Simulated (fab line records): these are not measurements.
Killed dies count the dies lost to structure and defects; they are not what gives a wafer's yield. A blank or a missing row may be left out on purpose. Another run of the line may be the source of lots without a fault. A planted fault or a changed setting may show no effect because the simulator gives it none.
fab line records	flow n5_finfet
record lots=7	wafers=21	last_day=18
route steps=1938 shown BEOL_M14@1722 PASSIVATION@1936
lots that met no fault: taken from a fault-free run of the same line
start_h: the number of hours between the record's first day and the start of the first shown wafer of the lot	wait_h: hours elapsed since this lot's preceding step	" unchanged from the row above	L1.1+2: a single row standing in for several wafers	- either no value or no given start	* or withheld: withheld	< > ~ a bound
route shown NAME@n: a module of which the file shows steps, and the number in the route of the first	usual: mean and standard deviation over wafers with no fault	same: alike in all rows	chamber/n: place in a boat	sites: the reading at each site	_std_site: how widely they spread, as a standard deviation	_edge_site: outer sites' mean less inner sites'	radius_mm: how far each site lies from the wafer's centre	mask NAME#n: copy n	behind: the most recent tool/chamber to have shaped the wafer	hold: why the lot was held/for how many hours/how that ended	device: transistor that didn't switch, given as n, p or np	end of line: the tests these same wafers got at the end of their route	a step without rows: its recipe alone	killed: count of dies lost to structure and defects at first sort (not the wafer's yield)	map: the dies of a wafer, with x for killed, . for not killed, _ for no die there
set.NAME: setting as actually run; set.NAME@STEP: the setting as run at that earlier step	model.NAME: the simulator's own value behind a step, which no gauge read
lots at selected steps of the route; one table per step, one row per wafer
services: a tool's chamber out of use, with start hour (start_h, from the record's first day; less than 0 if before it), hours out, and reason
## steps
# step N5_BEOL_M14_EXPOSE_07
# recipe mask_id=V13	na=0.8	source_shape=annular	sigma_inner=0.5	sigma_outer=0.8	polarization=unpolarized	attpsm_phase_deg=180	dose_mj=57
# step N5_BEOL_M14_PEB_08
# recipe peb_temp_c=130	peb_time_s=90
# step N5_BEOL_M14_DEVELOP_09
# recipe develop_time_s=45	rinse_liquid=diw	dry=air_spin	dev_temp_c=21
# step N5_BEOL_M14_HARDBAKE_14
# recipe temp_c=130	time_s=120
# step N5_BEOL_M14_CD_MEAS_10
# recipe target_cd_nm=250	landing_energy_ev=500	detector=se_inlens	polarity=opening
# usual cd_nm=250.1/1.3
lot.wafer	tool	chamber	start_h	wait_h	cd_nm
L814.1	cd_sem-03	0	295.74	-	248.1
L814.4	"	0	"	"	247.3
L814.5	"	0	"	"	246.7
L815.1	cd_sem-03	0	298.98	-	248.6
L815.3	"	0	"	"	247.7
L815.4	"	0	"	"	249.5
L817.3	cd_sem-03	0	310.33	-	249.9
L817.4	"	0	"	"	251.5
L817.5	"	0	"	"	251.0
L823.2	cd_sem-01	0	334.02	-	249.9
L823.3	"	0	"	"	249.7
L823.6	"	0	"	"	247.6
L824.2	cd_sem-02	0	363.33	-	250.1
L824.3	"	0	"	"	251.3
L824.4	"	0	"	"	250.9
L830.1	cd_sem-03	0	391.27	-	251.1
L830.2	"	0	"	"	250.6
L830.4	"	0	"	"	253.3
L832.1	cd_sem-02	0	396.06	-	248.2
L832.3	"	0	"	"	248.4
L832.4	"	0	"	"	250.7
# step N5_BEOL_M14_OVL_MEAS_11
# recipe points_per_wafer=44
# usual V13_OVL=-3/5.1
lot.wafer	tool	chamber	start_h	wait_h	V13_OVL[nm]
L814.1	overlay-02	0	295.78	0.0	0
L814.4	"	0	"	"	-8
L814.5	"	0	"	"	1
L815.1	overlay-02	0	299.01	0.0	-8
L815.3	"	0	"	"	-5
L815.4	"	0	"	"	2
L817.3	overlay-01	0	310.36	0.0	1
L817.4	"	0	"	"	5
L817.5	"	0	"	"	-7
L823.2	overlay-02	0	334.05	0.0	-4
L823.3	"	0	"	"	-3
L823.6	"	0	"	"	-10
L824.2	overlay-01	0	363.36	0.0	-2
L824.3	"	0	"	"	-8
L824.4	"	0	"	"	-4
L830.1	overlay-02	0	391.30	0.0	-12
L830.2	"	0	"	"	-4
L830.4	"	0	"	"	-11
L832.1	overlay-01	0	396.09	0.0	-3
L832.3	"	0	"	"	-2
L832.4	"	0	"	"	3
# step N5_BEOL_M14_INSPECT_12
# recipe mode=adi	inspect_instrument=macro
# usual raw_defect_count=1.8/1.4
lot.wafer	tool	chamber	start_h	wait_h	raw_defect_count
L814.1	defect_inspect-01	-	295.80	0.0	0
L814.4	"	-	"	"	1
L814.5	"	-	"	"	2
L815.1	defect_inspect-01	-	299.04	0.0	3
L815.3	"	-	"	"	2
L815.4	"	-	"	"	1
L817.3	defect_inspect-02	-	310.38	0.0	0
L817.4	"	-	"	"	1
L817.5	"	-	"	"	3
L823.2	defect_inspect-01	-	334.08	0.0	2
L823.3	"	-	"	"	1
L823.6	"	-	"	"	3
L824.2	defect_inspect-02	-	363.38	0.0	3
L824.3	"	-	"	"	3
L824.4	"	-	"	"	2
L830.1	defect_inspect-01	-	391.33	0.0	4
L830.2	"	-	"	"	1
L830.4	"	-	"	"	2
L832.1	defect_inspect-01	-	396.11	0.0	0
L832.3	"	-	"	"	3
L832.4	"	-	"	"	1
# step N5_BEOL_M14_DESCUM_15
# recipe chemistry=O2	time_s=7.9	source_power_w=50	bias_power_w=20	pressure_mtorr=20	rf_frequency_hz=2.712e+07	temp_c=40	o2_flow_sccm=225
# usual drypump_motor_current_A=5.9/0.34	oes_product_au=0.82/0.084	rf_fwd_power_W=49.44/0.19	rf_vpp_V=243.6/1.7	showerhead_plenum_p_Torr=2.12/0.1	throttle_valve_pct=20.32/0.19
# same time_s=7.9
lot.wafer	tool	chamber	start_h	wait_h	drypump_motor_current_A	oes_product_au	rf_fwd_power_W	rf_hours_counter_h	rf_vpp_V	showerhead_plenum_p_Torr	throttle_valve_pct
L814.1	rie_diel-04	3	295.84	0.0	6.0	0.69	49.33	241	242.1	2.06	20.41
L814.4	"	2	"	"	6.1	0.81	49.29	101	241.1	2.01	20.57
L814.5	"	1	"	"	6.1	1.02	49.25	-	245.1	2.23	19.95
L815.1	rie_diel-04	3	299.12	0.1	6.0	0.70	49.15	242	242.0	2.06	20.43
L815.3	"	2	"	"	6.1	0.80	49.60	102	242.5	2.01	20.57
L815.4	"	1	"	"	6.1	1.00	49.24	3	245.2	2.23	19.95
L817.3	rie_diel-05	3	310.41	0.0	6.3	0.89	49.36	22	242.4	2.14	20.31
L817.4	"	2	"	"	5.8	0.84	49.34	56	245.7	2.22	20.36
L817.5	"	0	"	"	5.5	0.72	49.60	-	242.9	2.16	20.28
L823.2	rie_diel-05	3	334.11	0.0	6.3	0.88	49.32	31	243.8	2.14	20.34
L823.3	"	2	"	"	5.8	0.82	49.02	65	244.2	2.22	20.35
L823.6	"	2	"	"	5.8	0.83	49.29	-	245.1	2.22	20.38
L824.2	rie_diel-02	0	363.70	0.3	5.3	0.78	49.47	104	245.7	2.20	20.27
L824.3	"	2	"	"	6.4	0.87	49.36	52	242.7	2.03	20.26
L824.4	"	2	"	"	6.4	0.87	49.23	-	240.7	2.03	20.27
L830.1	rie_diel-02	2	391.36	0.0	6.4	0.86	49.25	61	243.2	2.03	20.28
L830.2	"	1	"	"	5.4	0.74	49.59	153	244.6	2.18	20.43
L830.4	"	0	"	"	5.3	0.77	49.53	-	245.5	2.19	20.27
L832.1	rie_diel-04	0	397.57	1.5	6.4	0.80	49.30	125	245.1	2.20	20.36
L832.3	"	3	"	"	6.0	0.91	49.46	20	243.8	2.05	20.10
L832.4	"	1	"	"	6.1	0.91	49.45	40	244.9	2.21	20.01
# step N5_BEOL_M14_ETCH_59
# recipe chemistry=N2/H2	target=BARC	target_depth_a=890	overetch_a=267	time_s=67.9	ion_energy_ev=200	pressure_mtorr=30	source_w=840	bias_w=150	n2_flow_sccm=200	h2_flow_sccm=200
# usual drypump_motor_current_A=5.9/0.35	n2_flow_sccm=200.0/0.6	oes_product_au=0.70/0.068	rf_fwd_power_W=833.6/3	rf_vpp_V=525/3.5	showerhead_plenum_p_Torr=2.58/0.12	throttle_valve_pct=17.79/0.21
# same time_s=67.9
lot.wafer	tool	chamber	start_h	wait_h	drypump_motor_current_A	n2_flow_sccm	oes_product_au	rf_fwd_power_W	rf_hours_counter_h	rf_vpp_V	showerhead_plenum_p_Torr	throttle_valve_pct
L814.1	rie_diel-04	3	295.87	0.0	6.0	199.7	0.60	829.1	241	523	2.50	17.89
L814.4	"	2	"	"	6.1	200.3	0.69	834.0	101	521	2.46	18.10
L814.5	"	1	"	"	6.1	200.5	0.86	831.6	-	528	2.71	17.39
L815.1	rie_diel-04	3	299.15	0.0	6.0	199.6	0.59	832.6	242	522	2.50	17.91
L815.3	"	2	"	"	6.1	200.0	0.69	834.7	102	522	2.46	18.10
L815.4	"	1	"	"	6.1	200.0	0.85	840.4	3	529	2.71	17.42
L817.3	rie_diel-05	3	310.45	0.0	6.3	201.1	0.77	833.8	22	526	2.60	17.78
L817.4	"	2	"	"	5.8	200.2	0.72	833.8	56	529	2.70	17.77
L817.5	"	0	"	"	5.5	200.7	0.62	833.7	-	527	2.63	17.75
L823.2	rie_diel-05	3	334.15	0.0	6.3	200.2	0.75	835.3	31	525	2.60	17.81
L823.3	"	2	"	"	5.8	200.5	0.70	827.0	65	528	2.69	17.78
L823.6	"	2	"	"	5.8	200.7	0.70	826.8	-	529	2.69	17.78
L824.2	rie_diel-02	0	363.73	0.0	5.3	200.1	0.66	830.7	104	527	2.67	17.73
L824.3	"	2	"	"	6.4	199.5	0.74	826.4	52	523	2.48	17.82
L824.4	"	2	"	"	6.4	200.0	0.74	831.6	-	522	2.48	17.84
L830.1	rie_diel-02	2	391.40	0.0	6.4	201.0	0.74	826.9	62	522	2.48	17.84
L830.2	"	1	"	"	5.5	200.7	0.64	832.8	153	527	2.65	17.86
L830.4	"	0	"	"	5.3	200.8	0.65	835.9	-	528	2.67	17.73
L832.1	rie_diel-04	0	397.60	0.0	6.3	200.3	0.68	836.5	125	527	2.66	17.76
L832.3	"	3	"	"	6.0	199.8	0.77	832.5	20	523	2.49	17.56
L832.4	"	1	"	"	6.1	199.4	0.77	839.4	40	528	2.69	17.46
# step N5_BEOL_M14_VIA_ETCH_16
# recipe chemistry=C4F8/O2/Ar	target=SiO2	he_inner_torr=15	he_outer_torr=30	target_depth_a=12313	time_s=withheld	ion_energy_ev=800	pressure_mtorr=20	source_w=1905	bias_w=2040	Ar_flow_sccm=400	C4F8_flow_sccm=16	O2_flow_sccm=12	ends=cleared
# usual drypump_motor_current_A=5.9/0.35	he_inner_torr=14.999/0.028	he_outer_torr=30.00/0.059	oes_product_au=0.74/0.075	rf_fwd_power_W=1899/5.4	rf_vpp_V=2230/12	showerhead_plenum_p_Torr=3.48/0.15	throttle_valve_pct=30.77/0.23
lot.wafer	tool	chamber	start_h	wait_h	drypump_motor_current_A	he_inner_torr	he_outer_torr	oes_product_au	rf_fwd_power_W	rf_vpp_V	showerhead_plenum_p_Torr	throttle_valve_pct
L814.1	rie_diel-04	3	295.92	0.0	6.0	14.994	30.02	0.63	1896	2235	3.37	30.66
L814.4	"	2	"	"	6.1	14.987	29.92	0.73	1907	2222	3.33	31.15
L814.5	"	1	"	"	6.1	14.962	30.00	0.91	1903	2233	3.65	30.46
L815.1	rie_diel-04	3	299.21	0.0	5.9	14.999	29.93	0.64	1899	2235	3.37	30.64
L815.3	"	2	"	"	6.1	14.997	30.01	0.72	1906	2221	3.33	31.13
L815.4	"	1	"	"	6.1	14.994	29.90	0.91	1893	2231	3.65	30.49
L817.3	rie_diel-05	3	310.50	0.0	6.3	15.058	30.00	0.81	1894	2218	3.50	30.79
L817.4	"	2	"	"	5.8	14.977	30.09	0.76	1895	2249	3.64	30.88
L817.5	"	0	"	"	5.5	15.012	29.94	0.66	1906	2244	3.53	30.60
L823.2	rie_diel-05	3	334.20	0.0	6.4	15.043	30.00	0.80	1901	2216	3.50	30.81
L823.3	"	2	"	"	5.8	15.002	29.89	0.74	1900	2250	3.63	30.87
L823.6	"	2	"	"	5.8	15.002	29.90	0.74	1904	2249	3.63	30.85
L824.2	rie_diel-02	0	363.78	0.0	5.3	15.012	29.91	0.70	1894	2221	3.59	30.71
L824.3	"	2	"	"	6.4	15.013	30.01	0.78	1900	2242	3.34	30.71
L824.4	"	2	"	"	6.4	14.961	29.96	0.79	1900	2240	3.34	30.70
L830.1	rie_diel-02	2	391.45	0.0	6.4	15.004	29.90	0.78	1897	2240	3.34	30.72
L830.2	"	1	"	"	5.5	14.993	30.02	0.67	1887	2244	3.58	30.97
L830.4	"	0	"	"	5.3	15.038	29.96	0.69	1897	2220	3.59	30.73
L832.1	rie_diel-04	0	397.66	0.0	6.4	15.004	29.95	0.71	1901	2221	3.59	30.72
L832.3	"	3	"	"	6.1	15.023	30.01	0.81	1893	2233	3.36	30.47
L832.4	"	1	"	"	6.1	14.967	29.98	0.81	1896	2230	3.63	30.50
# step N5_BEOL_M14_STRIP_63
# recipe chemistry=O2	power_w=600	temp_c=60	pressure_mtorr=30	rf_frequency_hz=6e+07	bias_power_w=0	overash_fraction=0.3	o2_flow_sccm=225
# usual chamber_pressure_mTorr=30.00/0.047	drypump_motor_current_A=5.9/0.35	oes_product_au=0.82/0.084	rf_vpp_V=3.6/0.88	showerhead_plenum_p_Torr=2.12/0.1	throttle_valve_pct=16.56/0.2
# same bias_power_w=0
lot.wafer	tool	chamber	start_h	wait_h	chamber_pressure_mTorr	drypump_motor_current_A	oes_product_au	rf_hours_counter_h	rf_vpp_V	showerhead_plenum_p_Torr	throttle_valve_pct
L814.1	rie_diel-04	3	-	-	29.95	6.0	0.70	241	4.6	2.07	16.70
L814.4	"	2	"	"	30.05	6.1	0.81	101	3.7	2.02	16.80
L814.5	"	1	"	"	30.05	6.1	1.01	-	3.3	2.23	16.22
L815.1	rie_diel-04	3	-	-	29.96	6.0	0.70	243	2.8	2.07	16.70
L815.3	"	2	"	"	30.01	6.1	0.80	102	3.6	2.02	16.84
L815.4	"	1	"	"	30.00	6.1	1.00	3	2.0	2.23	16.19
L817.3	rie_diel-05	3	-	-	30.01	6.3	0.89	22	3.5	2.14	16.51
L817.4	"	2	"	"	29.96	5.8	0.84	56	3.6	2.22	16.58
L817.5	"	0	"	"	30.00	5.5	0.73	-	3.3	2.16	16.59
L823.2	rie_diel-05	3	-	-	30.06	6.3	0.88	31	4.4	2.14	16.53
L823.3	"	2	"	"	29.95	5.8	0.84	65	2.3	2.22	16.60
L823.6	"	2	"	"	29.99	5.8	0.82	-	3.9	2.22	16.59
L824.2	rie_diel-02	0	-	-	30.03	5.3	0.77	104	3.8	2.20	16.45
L824.3	"	2	"	"	30.05	6.4	0.88	52	3.1	2.04	16.49
L824.4	"	2	"	"	30.07	6.4	0.87	-	3.9	2.04	16.47
L830.1	rie_diel-02	2	-	-	30.00	6.4	0.86	62	4.8	2.03	16.50
L830.2	"	1	"	"	29.92	5.4	0.75	153	4.0	2.18	16.70
L830.4	"	0	"	"	29.97	5.3	0.76	-	4.4	2.20	16.51
L832.1	rie_diel-04	0	-	-	30.02	6.3	0.79	125	2.4	2.21	16.61
L832.3	"	3	"	"	29.99	6.0	0.90	20	3.5	2.06	16.34
L832.4	"	1	"	"	30.01	6.1	0.91	40	3.7	2.22	16.23
# step N5_BEOL_M14_STRIP_64
# recipe chemistry=O2	power_w=600	temp_c=60	pressure_mtorr=30	rf_frequency_hz=6e+07	bias_power_w=0	overash_fraction=0.3	o2_flow_sccm=225
# usual chamber_pressure_mTorr=29.999/0.03	drypump_motor_current_A=5.9/0.35	oes_product_au=0.82/0.084	rf_vpp_V=3.6/0.47	showerhead_plenum_p_Torr=2.12/0.1	throttle_valve_pct=16.55/0.2
# same bias_power_w=0
lot.wafer	tool	chamber	start_h	wait_h	chamber_pressure_mTorr	drypump_motor_current_A	oes_product_au	rf_hours_counter_h	rf_vpp_V	showerhead_plenum_p_Torr	throttle_valve_pct
L814.1	rie_diel-04	3	-	-	29.976	6.0	0.69	241	3.0	2.07	16.72
L814.4	"	2	"	"	30.008	6.1	0.80	101	3.6	2.02	16.81
L814.5	"	1	"	"	30.002	6.1	1.02	-	4.3	2.23	16.18
L815.1	rie_diel-04	3	-	-	29.988	6.0	0.69	243	3.4	2.07	16.71
L815.3	"	2	"	"	30.002	6.1	0.81	102	2.9	2.02	16.80
L815.4	"	1	"	"	30.014	6.1	1.02	3	3.8	2.23	16.18
L817.3	rie_diel-05	3	-	-	30.009	6.3	0.91	23	3.7	2.15	16.49
L817.4	"	2	"	"	29.997	5.8	0.85	57	4.2	2.22	16.57
L817.5	"	0	"	"	29.966	5.6	0.73	-	2.5	2.16	16.58
L823.2	rie_diel-05	3	-	-	30.043	6.3	0.89	31	4.6	2.14	16.53
L823.3	"	2	"	"	29.991	5.8	0.82	65	3.5	2.22	16.58
L823.6	"	2	"	"	30.024	5.8	0.84	-	3.7	2.22	16.61
L824.2	rie_diel-02	0	-	-	30.019	5.3	0.78	104	3.7	2.20	16.49
L824.3	"	2	"	"	29.980	6.4	0.87	52	3.4	2.04	16.48
L824.4	"	2	"	"	29.996	6.4	0.88	-	3.9	2.04	16.50
L830.1	rie_diel-02	2	-	-	30.028	6.4	0.86	62	3.5	2.03	16.50
L830.2	"	1	"	"	30.002	5.5	0.74	153	2.8	2.18	16.68
L830.4	"	0	"	"	29.985	5.3	0.76	-	3.9	2.20	16.50
L832.1	rie_diel-04	0	-	-	29.982	6.4	0.79	125	3.3	2.21	16.58
L832.3	"	3	"	"	30.018	6.0	0.91	20	4.0	2.06	16.33
L832.4	"	1	"	"	30.001	6.1	0.90	40	3.3	2.22	16.24
# step N5_BEOL_M14_STRIP_71
# recipe chemistry=post_etch_residue_remover	time_s=60	temp_c=25	remover_ph=withheld	remover_water_wt_pct=withheld	remover_fluoride_wt_pct=withheld
# usual run_length_s=69/3.1	temp_c=24.99/0.11	time_s=60/0
lot.wafer	tool	chamber	start_h	wait_h	run_length_s	temp_c	time_s
L814.1	wet_bench-06	1	296.21	-	-	-	-
L814.4	"	6	"	"	-	-	-
L814.5	"	7	"	"	-	-	-
L815.1	wet_bench-01	3	299.49	-	-	-	-
L815.3	"	2	"	"	-	-	-
L815.4	"	6	"	"	-	-	-
L817.3	wet_bench-01	4	310.79	-	-	-	-
L817.4	"	3	"	"	-	-	-
L817.5	"	0	"	"	-	-	-
L823.2	wet_bench-06	4	334.49	-	66	24.94	60
L823.3	"	6	"	"	65	24.85	60
L823.6	"	7	"	"	66	25.02	60
L824.2	wet_bench-06	4	364.07	-	72	24.94	60
L824.3	"	0	"	"	72	24.87	60
L824.4	"	7	"	"	72	24.96	60
L830.1	wet_bench-01	6	391.74	-	73	24.97	60
L830.2	"	7	"	"	73	24.95	60
L830.4	"	4	"	"	74	24.74	60
L832.1	wet_bench-01	7	397.94	-	73	24.85	60
L832.3	"	4	"	"	73	24.88	60
L832.4	"	2	"	"	73	24.89	60
# step N5_BEOL_M14_SRD_72
# recipe time_s=30	temp_c=23	rinse_liquid=diw	dry=n2_spin	spin_rpm=1500	dry_time_s=30
# step N5_PASSIVATION_PROBE_49
# usual defect_limited_yield=91.0/1.5	killed_at_M0_to_M3=37/12	killed_at_M4_up=13/5	killed_at_contacts=13/6.1	killed_at_front_end=39/11	killed_at_other=4/3.2	killed_dies=106/17	killed_on_rim=13/4.2	killed_open=69/12	killed_short=35/7.9	sort_bin_5_function=5.3/1	sort_bin_6_memory=3.3/0.68	sort_n_pass=1074/17	sort_yield_pct=91.0/1.5
# same gross_dies=1180	killed_at_back_side=0	sort_bin_4_leakage[%]=0	sort_bin_8_speed[%]=0
lot.wafer	tool	chamber	start_h	wait_h	defect_limited_yield[%]	killed_at_M0_to_M3	killed_at_M4_up	killed_at_contacts	killed_at_front_end	killed_at_other	killed_dies	killed_on_rim	killed_open	killed_short	sort_bin_5_function[%]	sort_bin_6_memory[%]	sort_n_pass	sort_yield_pct[%]
L814.1	prober-02	-	324.23	0.0	91.3	29	26	16	31	1	103	12	67	34	5.7	2.8	1077	91.3
L814.4	prober-02	-	324.38	0.2	92.7	25	9	11	38	3	86	12	54	32	4.2	2.3	1094	92.7
L814.5	prober-02	-	324.43	0.2	91.4	32	12	10	40	7	101	9	57	42	5.1	3.0	1079	91.4
L817.3	prober-01	-	335.41	0.1	89.7	69	23	11	17	1	121	13	76	44	6.4	3.5	1059	89.7
L817.4	prober-01	-	335.46	0.2	90.6	60	14	9	25	3	111	17	66	39	6.1	2.9	1069	90.6
L817.5	prober-01	-	335.51	0.2	90.0	50	19	8	39	2	118	13	72	45	5.3	4.3	1062	90.0
L823.2	prober-02	-	361.74	0.2	89.4	23	18	20	63	1	125	16	97	27	6.9	3.6	1055	89.4
L823.3	prober-02	-	361.79	0.2	90.3	21	9	20	62	2	114	11	75	39	6.5	2.8	1066	90.3
L823.6	prober-02	-	361.94	0.4	90.3	39	9	20	46	0	114	16	76	38	5.9	3.6	1066	90.3
L832.1	prober-02	-	426.29	0.0	91.9	34	13	23	24	2	96	9	65	30	5.3	2.5	1084	91.9
L832.3	prober-02	-	426.39	0.1	91.0	19	11	19	56	1	106	14	75	27	5.7	3.0	1074	91.0
L832.4	prober-02	-	426.44	0.2	94.5	16	7	6	36	0	65	6	44	21	3.6	1.9	1115	94.5
# killed by level:class
L814.1 MOL_CONTACT_COAG:geometric_particle:open=15 FIN_SAQP:geometric_particle:short=10 FIN_SAQP:geometric_particle:open=8 BEOL_M5:geometric_particle:open=6 BEOL_M0_SAQP:geometric_particle:short=6 BEOL_M2:geometric_particle:open=6 BEOL_M3:geometric_particle:open=6 BEOL_M0_SAQP:geometric_particle:open=5
L814.4 STI_FIN_REVEAL:geometric_particle:open=9 DUMMY_GATE:geometric_particle:open=7 MOL_CONTACT_COAG:geometric_particle:open=6 BEOL_M0_SAQP:geometric_particle:short=6 STI_FIN_REVEAL:geometric_particle:short=5 GATE_CUT:geometric_particle:short=5 MOL_CONTACT_COAG:geometric_particle:short=5 BEOL_M3:geometric_particle:open=5
L814.5 FIN_SAQP:geometric_particle:short=13 BEOL_M2:geometric_particle:open=8 MOL_CONTACT_COAG:geometric_particle:open=8 BEOL_M3:geometric_particle:open=6 DUMMY_GATE:geometric_particle:short=5 STARTING-WAFER:geometric_particle:short=5 BEOL_M0_SAQP:geometric_particle:short=5 BEOL_M4:geometric_particle:open=5
L817.3 BEOL_M0_SAQP:geometric_particle:open=24 BEOL_M0_SAQP:geometric_particle:short=24 BEOL_M4:geometric_particle:open=14 MOL_CONTACT_COAG:geometric_particle:open=8 BEOL_M2:geometric_particle:open=6 STI_FIN_REVEAL:geometric_particle:open=4 BEOL_M2:geometric_particle:short=4 BEOL_M3:geometric_particle:short=4
L817.4 BEOL_M0_SAQP:geometric_particle:open=20 BEOL_M0_SAQP:geometric_particle:short=16 BEOL_M3:geometric_particle:open=9 BEOL_M2:geometric_particle:open=8 BEOL_M4:geometric_particle:open=8 GATE_CUT:geometric_particle:short=6 MOL_CONTACT_COAG:geometric_particle:open=5 MOL_CONTACT_COAG:geometric_particle:short=4
L817.5 BEOL_M0_SAQP:geometric_particle:short=22 BEOL_M0_SAQP:geometric_particle:open=15 STI_FIN_REVEAL:geometric_particle:open=12 BEOL_M4:geometric_particle:open=7 GATE_CUT:geometric_particle:open=6 MOL_CONTACT_COAG:geometric_particle:open=6 BEOL_M4:geometric_particle:short=5 STARTING-WAFER:geometric_particle:open=4
L823.2 STI_FIN_REVEAL:geometric_particle:open=19 FIN_SAQP:geometric_particle:open=18 MOL_CONTACT_COAG:geometric_particle:open=16 BEOL_M4:geometric_particle:open=8 FIN_SAQP:geometric_particle:short=6 BEOL_M1:geometric_particle:open=6 DUMMY_GATE:geometric_particle:open=4 BEOL_M2:geometric_particle:open=4
L823.3 STI_FIN_REVEAL:geometric_particle:open=19 MOL_CONTACT_COAG:geometric_particle:open=18 FIN_SAQP:geometric_particle:short=12 FIN_SAQP:geometric_particle:open=8 STI_FIN_REVEAL:geometric_particle:short=8 BEOL_M1:geometric_particle:open=8 DUMMY_GATE:geometric_particle:open=6 BEOL_M0_SAQP:geometric_particle:open=6
L823.6 MOL_CONTACT_COAG:geometric_particle:open=14 FIN_SAQP:geometric_particle:open=13 BEOL_M1:geometric_particle:open=10 STI_FIN_REVEAL:geometric_particle:open=9 BEOL_M0_SAQP:geometric_particle:short=8 MOL_CONTACT_COAG:geometric_particle:short=6 BEOL_M1:geometric_particle:short=5 BEOL_M2:geometric_particle:open=5
L832.1 MOL_CONTACT_COAG:geometric_particle:open=17 BEOL_M0_SAQP:geometric_particle:open=9 BEOL_M3:geometric_particle:open=6 FIN_SAQP:geometric_particle:short=5 DUMMY_GATE:geometric_particle:open=5 MOL_CONTACT_COAG:geometric_particle:short=5 BEOL_M0_SAQP:geometric_particle:short=5 BEOL_M1:geometric_particle:open=5
L832.3 STI_FIN_REVEAL:geometric_particle:open=16 FIN_SAQP:geometric_particle:open=14 MOL_CONTACT_COAG:geometric_particle:open=14 GATE_CUT:geometric_particle:short=9 FIN_SAQP:geometric_particle:short=7 BEOL_M2:geometric_particle:open=6 MOL_CONTACT_COAG:geometric_particle:short=5 BEOL_M0_SAQP:geometric_particle:open=5
L832.4 FIN_SAQP:geometric_particle:open=10 FIN_SAQP:geometric_particle:short=8 STI_FIN_REVEAL:geometric_particle:open=5 DUMMY_GATE:geometric_particle:open=5 BEOL_M2:geometric_particle:open=5 BEOL_M3:geometric_particle:open=5 BEOL_M4:geometric_particle:open=5 MOL_CONTACT_COAG:geometric_particle:open=4
## services
tool	chamber	start_h	hours	kind
rie_diel-04	1	277.22	-	clean
rie_diel-04	1	277.22	-	consumable_replace:focus_ring
rie_diel-04	1	277.22	-	consumable_replace:showerhead
rie_diel-04	1	277.22	13.6	scheduled_down
rie_diel-04	1	277.22	13.6	vent_cycle
rie_diel-02	3	321.37	8.5	repair
rie_diel-04	3	323.22	-	clean
rie_diel-04	3	323.22	-	consumable_replace:focus_ring
rie_diel-04	3	323.22	13.6	scheduled_down
rie_diel-04	3	323.22	13.6	vent_cycle
rie_diel-05	3	337.33	15.2	repair
rie_diel-02	1	356.92	13.5	repair
## key
first_sign step=N5_BEOL_M14_STRIP_71	reading=tool_record	direction=missing
effect none on later readings
met_at N5_BEOL_M14_STRIP_71
struck_wafers L814.1,L814.4,L814.5,L815.1,L815.3,L815.4,L817.3,L817.4,L817.5
fault kind=skipped_step_whole	tool=wet_bench-01,wet_bench-06	chamber=-	onset_h=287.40	steps=N5_BEOL_M14_STRIP_71	scope=struck_lots_only
